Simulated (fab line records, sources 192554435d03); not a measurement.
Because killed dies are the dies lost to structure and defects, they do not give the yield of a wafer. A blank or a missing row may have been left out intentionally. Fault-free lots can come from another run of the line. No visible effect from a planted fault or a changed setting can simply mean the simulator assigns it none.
Matching of chambers | flow n5-finfet | N5_BEOL_M1_ALD_98 on ald-sin-04: 4 sister chambers
The step deposits SiO2, target thk 2.5 nm, pulse time 1 s, co reactant pulse time 1 s. 4 wafers are shown with their chamber, then 9 later ones without.

== WAFERS WITH THEIR CHAMBER ==
wafer  | chamber | heater-power-w (W)
L075.2 | 3       | 81
L087.1 | 1       | 69
L087.2 | 0       | 75
L087.3 | 2       | 80

== WAFERS WITH NO CHAMBER GIVEN ==
wafer  | heater-power-w (W)
L088.1 | 81
L088.3 | 71
L088.4 | 81
L091.1 | 80
L091.3 | 80
L091.6 | 70
L097.2 | 76
L097.3 | 82
L097.5 | 81

== EACH ONE'S CHAMBER ==
wafer  | from the rows above     | in truth
L088.1 | can't be placed: 3 or 2 | 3
L088.3 | 1                       | 1
L088.4 | can't be placed: 3 or 2 | 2
L091.1 | can't be placed: 2 or 3 | 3
L091.3 | can't be placed: 2 or 3 | 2
L091.6 | 1                       | 1
L097.2 | 0                       | 0
L097.3 | can't be placed: 3 or 2 | 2
L097.5 | can't be placed: 3 or 2 | 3
Correctly placed: 3 of 9. Can't be placed from these rows: 6 (the true chamber is among the candidates in 6). Placed wrongly: 0.
How it was worked out, from the rows above alone: a wafer's distance from a chamber is the root of the sum, over the readings, of the square of ((its reading less the chamber's mean) divided by the reading's scatter). If the next closest chamber is less than 2 further off than the closest, the wafer can't be placed; otherwise it belongs to the closest. The mean given for a chamber averages the wafers shown for that chamber. The scatter: root of mean squared gap, hidden wafer to nearest shown wafer, with one shown wafer a chamber.
